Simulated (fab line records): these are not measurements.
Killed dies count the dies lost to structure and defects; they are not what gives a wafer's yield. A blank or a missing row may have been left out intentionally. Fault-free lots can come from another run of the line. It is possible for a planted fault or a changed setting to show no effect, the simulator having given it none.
Which tool was responsible? / flow n5_finfet / 69 wafers from 23 lots sampled at 4 of the route's 1938 steps

== WHAT EACH GAUGE READ, for each wafer ==
N5_BEOL_M3_RS_MEAS_58: uses a four-point probe to measure. Usual: for M3_RS the level is 0.69 ohm/sq and the standard deviation is 0.033.
lot=L075; measured=day 7 22:41; on=film_metro-02; M3_RS (ohm/sq)=0.71 0.73 0.64; flag=
lot=L074; measured=day 8 02:43; on=film_metro-02; M3_RS (ohm/sq)=0.64 0.67 0.66; flag=
lot=L076; measured=day 8 08:39; on=film_metro-02; M3_RS (ohm/sq)=0.76 0.70 0.66; flag=
lot=L077; measured=day 8 19:59; on=film_metro-02; M3_RS (ohm/sq)=0.73 0.68 0.65; flag=
lot=L078; measured=day 8 20:14; on=film_metro-01; M3_RS (ohm/sq)=0.78 0.71 0.74; flag=
lot=L079; measured=day 9 08:25; on=film_metro-01; M3_RS (ohm/sq)=0.73 0.69 0.67; flag=
lot=L081; measured=day 9 12:17; on=film_metro-02; M3_RS (ohm/sq)=0.67 0.66 0.63; flag=
lot=L080; measured=day 9 15:34; on=film_metro-01; M3_RS (ohm/sq)=0.66 0.69 0.68; flag=
lot=L082; measured=day 9 16:20; on=film_metro-01; M3_RS (ohm/sq)=0.65 0.63 0.72; flag=
lot=L084; measured=day 10 10:00; on=film_metro-02; M3_RS (ohm/sq)=0.68 0.67 0.65; flag=
lot=L083; measured=day 10 14:29; on=film_metro-02; M3_RS (ohm/sq)=0.76 0.72 0.70; flag=
lot=L085; measured=day 10 18:55; on=film_metro-02; M3_RS (ohm/sq)=0.64 0.69 0.68; flag=
lot=L086; measured=day 11 13:35; on=film_metro-02; M3_RS (ohm/sq)=0.71 0.75 0.66; flag=
lot=L088; measured=day 11 15:45; on=film_metro-01; M3_RS (ohm/sq)=0.66 0.67 0.66; flag=
lot=L087; measured=day 12 01:43; on=film_metro-01; M3_RS (ohm/sq)=0.66 0.67 0.66; flag=
lot=L091; measured=day 12 07:14; on=film_metro-01; M3_RS (ohm/sq)=0.68 0.67 0.61; flag=
lot=L089; measured=day 12 11:31; on=film_metro-02; M3_RS (ohm/sq)=0.72 0.68 0.66; flag=
lot=L090; measured=day 12 20:24; on=film_metro-02; M3_RS (ohm/sq)=0.75 0.69 0.69; flag=
lot=L093; measured=day 13 03:35; on=film_metro-02; M3_RS (ohm/sq)=0.68 0.65 0.61; flag=
lot=L094; measured=day 13 14:24; on=film_metro-01; M3_RS (ohm/sq)=0.71 0.66 0.68; flag=
lot=L095; measured=day 13 17:51; on=film_metro-02; M3_RS (ohm/sq)=0.73 0.72 0.74; flag=
lot=L096; measured=day 14 07:17; on=film_metro-01; M3_RS (ohm/sq)=0.70 0.72 0.67; flag=
lot=L097; measured=day 14 14:50; on=film_metro-02; M3_RS (ohm/sq)=0.71 0.71 0.71; flag=

N5_BEOL_M4_INSPECT_13: inspects for defects (brightfield). Usual: raw_defect_count reads 394 (standard deviation 89).
lot=L075; measured=day 7 23:53; on=defect_inspect-01; raw_defect_count=329 328 392; flag=
lot=L074; measured=day 8 03:38; on=defect_inspect-01; raw_defect_count=495 449 367; flag=
lot=L076; measured=day 8 09:50; on=defect_inspect-01; raw_defect_count=308 386 417; flag=
lot=L077; measured=day 8 20:43; on=defect_inspect-01; raw_defect_count=362 492 454; flag=
lot=L078; measured=day 8 20:56; on=defect_inspect-01; raw_defect_count=432 508 317; flag=
lot=L079; measured=day 9 10:48; on=defect_inspect-02; raw_defect_count=338 278 312; flag=
lot=L081; measured=day 9 15:41; on=defect_inspect-02; raw_defect_count=374 263 266; flag=
lot=L080; measured=day 9 18:49; on=defect_inspect-01; raw_defect_count=360 421 450; flag=
lot=L082; measured=day 9 19:11; on=defect_inspect-02; raw_defect_count=509 332 335; flag=
lot=L084; measured=day 10 10:45; on=defect_inspect-02; raw_defect_count=507 676 521; flag=
lot=L083; measured=day 10 17:30; on=defect_inspect-02; raw_defect_count=349 481 411; flag=
lot=L085; measured=day 10 20:46; on=defect_inspect-01; raw_defect_count=452 410 542; flag=
lot=L086; measured=day 11 14:37; on=defect_inspect-01; raw_defect_count=281 442 354; flag=
lot=L088; measured=day 11 17:11; on=defect_inspect-02; raw_defect_count=342 350 336; flag=
lot=L087; measured=day 12 02:50; on=defect_inspect-02; raw_defect_count=439 495 469; flag=
lot=L091; measured=day 12 08:28; on=defect_inspect-01; raw_defect_count=481 328 290; flag=
lot=L089; measured=day 12 12:31; on=defect_inspect-01; raw_defect_count=448 370 491; flag=
lot=L090; measured=day 12 21:59; on=defect_inspect-02; raw_defect_count=555 553 425; flag=
lot=L093; measured=day 13 05:19; on=defect_inspect-02; raw_defect_count=352 383 369; flag=
lot=L094; measured=day 13 15:37; on=defect_inspect-01; raw_defect_count=323 443 252; flag=
lot=L095; measured=day 13 19:17; on=defect_inspect-01; raw_defect_count=224 209 226; flag=
lot=L096; measured=day 14 08:53; on=defect_inspect-02; raw_defect_count=258 225 288; flag=
lot=L097; measured=day 14 15:51; on=defect_inspect-02; raw_defect_count=369 267 292; flag=

== TOOL THAT RAN EACH LOT (tool first, then ch and the chambers of the sampled wafers, then the start) ==
lot=L075; N5_BEOL_M3_TRENCH_ETCH_37=rie_diel-03 ch 0,1,3, day 7 19:14 or earlier; N5_BEOL_M3_SPUTTER_88=pvd_sputter-02, day 7 19:14
lot=L074; N5_BEOL_M3_TRENCH_ETCH_37=rie_diel-03 ch 2,3, day 8 00:47 or earlier; N5_BEOL_M3_SPUTTER_88=pvd_sputter-02, day 8 00:47
lot=L076; N5_BEOL_M3_TRENCH_ETCH_37=rie_diel-01 ch 1,2,3, day 8 06:35 or earlier; N5_BEOL_M3_SPUTTER_88=pvd_sputter-01, day 8 06:35
lot=L077; N5_BEOL_M3_TRENCH_ETCH_37=rie_diel-02 ch 2,3, day 8 13:21 or earlier; N5_BEOL_M3_SPUTTER_88=pvd_sputter-02, day 8 13:21
lot=L078; N5_BEOL_M3_TRENCH_ETCH_37=rie_diel-03 ch 0,2,3, day 8 13:55 or earlier; N5_BEOL_M3_SPUTTER_88=pvd_sputter-01, day 8 13:55
lot=L079; N5_BEOL_M3_TRENCH_ETCH_37=rie_diel-02 ch 1,2,3, day 9 04:17 or earlier; N5_BEOL_M3_SPUTTER_88=pvd_sputter-02, day 9 04:17
lot=L081; N5_BEOL_M3_TRENCH_ETCH_37=rie_diel-01 ch 0,3, day 9 09:16 or earlier; N5_BEOL_M3_SPUTTER_88=pvd_sputter-03, day 9 09:16
lot=L080; N5_BEOL_M3_TRENCH_ETCH_37=rie_diel-02 ch 1,3, day 9 12:28 or earlier; N5_BEOL_M3_SPUTTER_88=pvd_sputter-03, day 9 12:28
lot=L082; N5_BEOL_M3_TRENCH_ETCH_37=rie_diel-03 ch 1,2,3, day 9 14:19 or earlier; N5_BEOL_M3_SPUTTER_88=pvd_sputter-03, day 9 14:19
lot=L084; N5_BEOL_M3_TRENCH_ETCH_37=rie_diel-02 ch 0,3, day 10 00:22 or earlier; N5_BEOL_M3_SPUTTER_88=pvd_sputter-03, day 10 00:22
lot=L083; N5_BEOL_M3_TRENCH_ETCH_37=rie_diel-01 ch 0,1,2, day 10 11:27 or earlier; N5_BEOL_M3_SPUTTER_88=pvd_sputter-03, day 10 11:27
lot=L085; N5_BEOL_M3_TRENCH_ETCH_37=rie_diel-01 ch 0,1,3, day 10 14:36 or earlier; N5_BEOL_M3_SPUTTER_88=pvd_sputter-01, day 10 14:36
lot=L086; N5_BEOL_M3_TRENCH_ETCH_37=rie_diel-02 ch 0,1,3, day 11 09:23 or earlier; N5_BEOL_M3_SPUTTER_88=pvd_sputter-01, day 11 09:23
lot=L088; N5_BEOL_M3_TRENCH_ETCH_37=rie_diel-02 ch 0,2,3, day 11 13:33 or earlier; N5_BEOL_M3_SPUTTER_88=pvd_sputter-02, day 11 13:33
lot=L087; N5_BEOL_M3_TRENCH_ETCH_37=rie_diel-01 ch 1,3, day 11 23:46 or earlier; N5_BEOL_M3_SPUTTER_88=pvd_sputter-02, day 11 23:46
lot=L091; N5_BEOL_M3_TRENCH_ETCH_37=rie_diel-01 ch 1,3, day 12 05:17 or earlier; N5_BEOL_M3_SPUTTER_88=pvd_sputter-01, day 12 05:17
lot=L089; N5_BEOL_M3_TRENCH_ETCH_37=rie_diel-02 ch 2,3, day 12 09:35 or earlier; N5_BEOL_M3_SPUTTER_88=pvd_sputter-01, day 12 09:35
lot=L090; N5_BEOL_M3_TRENCH_ETCH_37=rie_diel-02 ch 0,1,2, day 12 18:28 or earlier; N5_BEOL_M3_SPUTTER_88=pvd_sputter-03, day 12 18:28
lot=L093; N5_BEOL_M3_TRENCH_ETCH_37=rie_diel-01 ch 1,2,3, day 12 23:34 or earlier; N5_BEOL_M3_SPUTTER_88=pvd_sputter-01, day 12 23:34
lot=L094; N5_BEOL_M3_TRENCH_ETCH_37=rie_diel-03 ch 0,1,2, day 13 12:26 or earlier; N5_BEOL_M3_SPUTTER_88=pvd_sputter-01, day 13 12:26
lot=L095; N5_BEOL_M3_TRENCH_ETCH_37=rie_diel-03 ch 0,2,3, day 13 15:55 or earlier; N5_BEOL_M3_SPUTTER_88=pvd_sputter-03, day 13 15:55
lot=L096; N5_BEOL_M3_TRENCH_ETCH_37=rie_diel-01 ch 0,1,2, day 14 05:22 or earlier; N5_BEOL_M3_SPUTTER_88=pvd_sputter-03, day 14 05:22
lot=L097; N5_BEOL_M3_TRENCH_ETCH_37=rie_diel-02 ch 0,1,2, day 14 12:54 or earlier; N5_BEOL_M3_SPUTTER_88=pvd_sputter-03, day 14 12:54
- N5_BEOL_M3_TRENCH_ETCH_37: etches SiOC in C4F6/O2, target depth 55.555 nm, time 29.2 s.
- N5_BEOL_M3_SPUTTER_88: material Cu, target thk 4.5 nm, time 8.29 s.

== AS READ BY THE TOOLS THEMSELVES (means over the sampled wafers that have a number; for cases with no such wafer, the mark the record gives instead) ==
N5_BEOL_M3_TRENCH_ETCH_37. Usual: drypump_motor_current_A 5.7 A, standard deviation 0.35; oes_product_au 0.75 a.u., standard deviation 0.073; rf_vpp_V 666 V, standard deviation 11; showerhead_plenum_p_Torr 2.86 Torr, standard deviation 0.09; throttle_valve_pct 21.08 %, standard deviation 0.2.
lot=L075; tool=rie_diel-03; drypump_motor_current_A (A)=5.6; oes_product_au (a.u.)=0.73; rf_vpp_V (V)=669; showerhead_plenum_p_Torr (Torr)=2.79; throttle_valve_pct (%)=21.15; flag=
lot=L074; tool=rie_diel-03; drypump_motor_current_A (A)=5.4; oes_product_au (a.u.)=0.75; rf_vpp_V (V)=660; showerhead_plenum_p_Torr (Torr)=2.83; throttle_valve_pct (%)=21.16; flag=
lot=L076; tool=rie_diel-01; drypump_motor_current_A (A)=6.0; oes_product_au (a.u.)=0.75; rf_vpp_V (V)=668; showerhead_plenum_p_Torr (Torr)=2.83; throttle_valve_pct (%)=21.04; flag=
lot=L077; tool=rie_diel-02; drypump_motor_current_A (A)=5.2; oes_product_au (a.u.)=0.87; rf_vpp_V (V)=670; showerhead_plenum_p_Torr (Torr)=2.98; throttle_valve_pct (%)=21.13; flag=
lot=L078; tool=rie_diel-03; drypump_motor_current_A (A)=5.4; oes_product_au (a.u.)=0.74; rf_vpp_V (V)=664; showerhead_plenum_p_Torr (Torr)=2.84; throttle_valve_pct (%)=21.13; flag=
lot=L079; tool=rie_diel-02; drypump_motor_current_A (A)=5.4; oes_product_au (a.u.)=0.79; rf_vpp_V (V)=667; showerhead_plenum_p_Torr (Torr)=2.94; throttle_valve_pct (%)=21.13; flag=
lot=L081; tool=rie_diel-01; drypump_motor_current_A (A)=6.2; oes_product_au (a.u.)=0.73; rf_vpp_V (V)=668; showerhead_plenum_p_Torr (Torr)=2.75; throttle_valve_pct (%)=20.98; flag=
lot=L080; tool=rie_diel-02; drypump_motor_current_A (A)=5.4; oes_product_au (a.u.)=0.80; rf_vpp_V (V)=677; showerhead_plenum_p_Torr (Torr)=2.98; throttle_valve_pct (%)=21.09; flag=
lot=L082; tool=rie_diel-03; drypump_motor_current_A (A)=5.6; oes_product_au (a.u.)=0.81; rf_vpp_V (V)=668; showerhead_plenum_p_Torr (Torr)=2.89; throttle_valve_pct (%)=21.10; flag=
lot=L084; tool=rie_diel-02; drypump_motor_current_A (A)=5.6; oes_product_au (a.u.)=0.87; rf_vpp_V (V)=673; showerhead_plenum_p_Torr (Torr)=2.87; throttle_valve_pct (%)=20.69; flag=
lot=L083; tool=rie_diel-01; drypump_motor_current_A (A)=5.8; oes_product_au (a.u.)=0.72; rf_vpp_V (V)=665; showerhead_plenum_p_Torr (Torr)=2.86; throttle_valve_pct (%)=21.15; flag=
lot=L085; tool=rie_diel-01; drypump_motor_current_A (A)=6.1; oes_product_au (a.u.)=0.72; rf_vpp_V (V)=667; showerhead_plenum_p_Torr (Torr)=2.79; throttle_valve_pct (%)=21.06; flag=
lot=L086; tool=rie_diel-02; drypump_motor_current_A (A)=5.5; oes_product_au (a.u.)=0.82; rf_vpp_V (V)=675; showerhead_plenum_p_Torr (Torr)=2.92; throttle_valve_pct (%)=20.89; flag=
lot=L088; tool=rie_diel-02; drypump_motor_current_A (A)=5.5; oes_product_au (a.u.)=0.82; rf_vpp_V (V)=666; showerhead_plenum_p_Torr (Torr)=2.88; throttle_valve_pct (%)=20.95; flag=
lot=L087; tool=rie_diel-01; drypump_motor_current_A (A)=6.2; oes_product_au (a.u.)=0.72; rf_vpp_V (V)=670; showerhead_plenum_p_Torr (Torr)=2.79; throttle_valve_pct (%)=21.08; flag=
lot=L091; tool=rie_diel-01; drypump_motor_current_A (A)=6.3; oes_product_au (a.u.)=0.71; rf_vpp_V (V)=670; showerhead_plenum_p_Torr (Torr)=2.74; throttle_valve_pct (%)=21.00; flag=
lot=L089; tool=rie_diel-02; drypump_motor_current_A (A)=5.4; oes_product_au (a.u.)=0.77; rf_vpp_V (V)=657; showerhead_plenum_p_Torr (Torr)=2.89; throttle_valve_pct (%)=21.20; flag=
lot=L090; tool=rie_diel-02; drypump_motor_current_A (A)=5.7; oes_product_au (a.u.)=0.74; rf_vpp_V (V)=663; showerhead_plenum_p_Torr (Torr)=2.84; throttle_valve_pct (%)=20.95; flag=
lot=L093; tool=rie_diel-01; drypump_motor_current_A (A)=6.0; oes_product_au (a.u.)=0.72; rf_vpp_V (V)=667; showerhead_plenum_p_Torr (Torr)=2.81; throttle_valve_pct (%)=21.08; flag=
lot=L094; tool=rie_diel-03; drypump_motor_current_A (A)=5.6; oes_product_au (a.u.)=0.78; rf_vpp_V (V)=673; showerhead_plenum_p_Torr (Torr)=2.89; throttle_valve_pct (%)=21.04; flag=
lot=L095; tool=rie_diel-03; drypump_motor_current_A (A)=5.4; oes_product_au (a.u.)=0.72; rf_vpp_V (V)=663; showerhead_plenum_p_Torr (Torr)=2.83; throttle_valve_pct (%)=21.17; flag=
lot=L096; tool=rie_diel-01; drypump_motor_current_A (A)=5.7; oes_product_au (a.u.)=0.70; rf_vpp_V (V)=665; showerhead_plenum_p_Torr (Torr)=2.85; throttle_valve_pct (%)=21.19; flag=
lot=L097; tool=rie_diel-02; drypump_motor_current_A (A)=5.7; oes_product_au (a.u.)=0.74; rf_vpp_V (V)=661; showerhead_plenum_p_Torr (Torr)=2.84; throttle_valve_pct (%)=20.98; flag=

N5_BEOL_M3_SPUTTER_88. Usual: chuck_gas_flow_sccm 1.26 sccm, standard deviation 0.056; throttle_valve_pct 30.7 %, standard deviation 0.97.
lot=L075; tool=pvd_sputter-02; chuck_gas_flow_sccm (sccm)=1.28; throttle_valve_pct (%)=30.1; flag=
lot=L074; tool=pvd_sputter-02; chuck_gas_flow_sccm (sccm)=1.25; throttle_valve_pct (%)=31.2; flag=
lot=L076; tool=pvd_sputter-01; chuck_gas_flow_sccm (sccm)=1.30; throttle_valve_pct (%)=30.3; flag=
lot=L077; tool=pvd_sputter-02; chuck_gas_flow_sccm (sccm)=1.22; throttle_valve_pct (%)=30.8; flag=
lot=L078; tool=pvd_sputter-01; chuck_gas_flow_sccm (sccm)=1.28; throttle_valve_pct (%)=30.4; flag=
lot=L079; tool=pvd_sputter-02; chuck_gas_flow_sccm (sccm)=1.31; throttle_valve_pct (%)=31.4; flag=
lot=L081; tool=pvd_sputter-03; chuck_gas_flow_sccm (sccm)=1.24; throttle_valve_pct (%)=30.1; flag=
lot=L080; tool=pvd_sputter-03; chuck_gas_flow_sccm (sccm)=1.27; throttle_valve_pct (%)=30.6; flag=
lot=L082; tool=pvd_sputter-03; chuck_gas_flow_sccm (sccm)=1.23; throttle_valve_pct (%)=29.5; flag=
lot=L084; tool=pvd_sputter-03; chuck_gas_flow_sccm (sccm)=1.22; throttle_valve_pct (%)=30.0; flag=
lot=L083; tool=pvd_sputter-03; chuck_gas_flow_sccm (sccm)=1.25; throttle_valve_pct (%)=30.3; flag=
lot=L085; tool=pvd_sputter-01; chuck_gas_flow_sccm (sccm)=1.26; throttle_valve_pct (%)=30.3; flag=
lot=L086; tool=pvd_sputter-01; chuck_gas_flow_sccm (sccm)=1.32; throttle_valve_pct (%)=30.7; flag=
lot=L088; tool=pvd_sputter-02; chuck_gas_flow_sccm (sccm)=1.33; throttle_valve_pct (%)=30.8; flag=
lot=L087; tool=pvd_sputter-02; chuck_gas_flow_sccm (sccm)=1.28; throttle_valve_pct (%)=31.4; flag=
lot=L091; tool=pvd_sputter-01; chuck_gas_flow_sccm (sccm)=1.26; throttle_valve_pct (%)=31.1; flag=
lot=L089; tool=pvd_sputter-01; chuck_gas_flow_sccm (sccm)=1.25; throttle_valve_pct (%)=30.2; flag=
lot=L090; tool=pvd_sputter-03; chuck_gas_flow_sccm (sccm)=1.26; throttle_valve_pct (%)=30.9; flag=
lot=L093; tool=pvd_sputter-01; chuck_gas_flow_sccm (sccm)=1.26; throttle_valve_pct (%)=31.2; flag=
lot=L094; tool=pvd_sputter-01; chuck_gas_flow_sccm (sccm)=1.25; throttle_valve_pct (%)=30.9; flag=
lot=L095; tool=pvd_sputter-03; chuck_gas_flow_sccm (sccm)=1.29; throttle_valve_pct (%)=30.8; flag=
lot=L096; tool=pvd_sputter-03; chuck_gas_flow_sccm (sccm)=1.25; throttle_valve_pct (%)=30.3; flag=
lot=L097; tool=pvd_sputter-03; chuck_gas_flow_sccm (sccm)=1.20; throttle_valve_pct (%)=30.6; flag=

== THE ANSWER, worked out from the rows above alone ==
Rule: a lot counts as off when the mean over its wafers that have a number is more than 3 standard deviations away from the usual mean. A lot without any number at a reading at which 4 lots or more have one is off too. The other lots that the step has rows for count as sound. Order of review: gauges by route order, followed by the tools' own readings, for which a lot's mean as printed above is used. The first step at which some lot is off is used, and at that step the reading that is off furthest; a lot without a number counts as furthest.
No lot is off at any reading shown: from this, nothing can be told.

== WHAT THE SIMULATOR PUT IN ==
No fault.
